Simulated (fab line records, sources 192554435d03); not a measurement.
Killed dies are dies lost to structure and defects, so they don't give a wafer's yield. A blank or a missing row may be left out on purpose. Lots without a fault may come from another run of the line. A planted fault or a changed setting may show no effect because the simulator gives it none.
Split-lot experiment | flow n5_finfet | 7 lots, 21 wafers read, on a route of 1938 steps

THE SPLIT
At N5_BEOL_M0_ETCH_109 (etches SiCN in CH3F/O2, target depth 8 nm, overetch 2.4 nm, time 27.4 s), the setting bias_w was moved away from the recipe's 75 W on 6 of the 21 wafers read, by -12.8% to +15.9%. The other wafers ran this setting at the recipe's value.

The reading is taken at the split's own step.

THE READING
rf_vpp_V, in V, at N5_BEOL_M0_ETCH_109 (etches SiCN in CH3F/O2, target depth 8 nm, overetch 2.4 nm, time 27.4 s). Fault-free wafers of this fab line usually give 297.1 V, standard deviation 1.6 V.

wafer  | tool, chamber at the split | bias_w as run, W | against the recipe | rf_vpp_V, V | against lot-mates on the recipe
L078.1 | rie_diel-06, 3             | 75               | recipe             | 297.2       | -
L078.3 | rie_diel-06, 2             | 65.39            | -12.8%             | 272.8       | -24.5
L078.6 | rie_diel-06, 2             | 75               | recipe             | 297.4       | -
L079.2 | rie_diel-04, 2             | 75               | recipe             | 297.7       | -
L079.3 | rie_diel-04, 1             | 86.91            | +15.9%             | 325.4       | +29.0
L079.5 | rie_diel-04, 3             | 75               | recipe             | 295.0       | -
L082.2 | rie_diel-06, 3             | 86.23            | +15.0%             | 323.4       | +25.9
L082.3 | rie_diel-06, 0             | 75               | recipe             | 296.2       | -
L082.4 | rie_diel-06, 2             | 75               | recipe             | 298.7       | -
L091.1 | rie_diel-05, 3             | 75               | recipe             | 297.0       | -
L091.2 | rie_diel-05, 1             | 75               | recipe             | 294.7       | -
L091.6 | rie_diel-05, 0             | 75               | recipe             | 297.4       | -
L094.1 | rie_diel-04, 0             | 75               | recipe             | 299.4       | -
L094.4 | rie_diel-04, 3             | 75               | recipe             | 295.6       | -
L094.5 | rie_diel-04, 0             | 75               | recipe             | 298.8       | -
L095.1 | rie_diel-05, 0             | 75               | recipe             | 297.2       | -
L095.2 | rie_diel-05, 3             | 75               | recipe             | 296.3       | -
L095.6 | rie_diel-05, 0             | 79.24            | +5.7%              | 307.8       | +11.1
L097.2 | rie_diel-06, 3             | 84.95            | +13.3%             | 319.6       | +25.2
L097.4 | rie_diel-06, 1             | 75               | recipe             | 294.4       | -
L097.5 | rie_diel-06, 0             | 84.95            | +13.3%             | 320.1       | +25.7

THE FIT
A straight line over all 21 wafers: rf_vpp_V changes by +1.79 V for each +1% of bias_w; r = +0.99; the points scatter about the line by 1.4 V.
The same after taking each lot's own level away (the mean of its wafers on the recipe; 21 wafers): +1.86 V for each +1%; r = +1.00; scatter 1.2 V.
On that fit, the largest move of bias_w shifts the reading by 30 V.
The lots' own levels span 294.40 to 297.93 V, that is 2.2 times the standard deviation above.
So the lot-to-lot level changes the slope little: the two slopes agree.
Check: with one of the wafers moved furthest among these (+15.9%) left out of the fit, the line predicts +29.6 V for it against its lot-mates. It came out at +29 V against them.
Tool readings at the split's step, against how far the setting was moved: rf_vpp_V r = +0.99.

OTHER SPLITS ON THESE WAFERS
These wafers also went through other splits before the reading. Each is held against what the fit with the lots' levels taken away leaves over:
other split on the same wafers            | wafers away from the commonest value | r with rf_vpp_V (lot level and that fit taken away)
N5_GATE_CUT_EXPOSE_10 dose_mj             | 5                                    | +0.00
N5_MOL_CONTACT_COAG_ALD_131 ald_cycles    | 6                                    | -0.12
N5_BEOL_M0_SAQP_PECVD_96 time_s           | 4                                    | -0.47
N5_BEOL_M0_SAQP_SPACER1_ALD_98 ald_cycles | 6                                    | -0.27

THE FILE'S OWN FIT
rf_vpp_V changes by +1.84 V for each +1% of bias_w, r = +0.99.
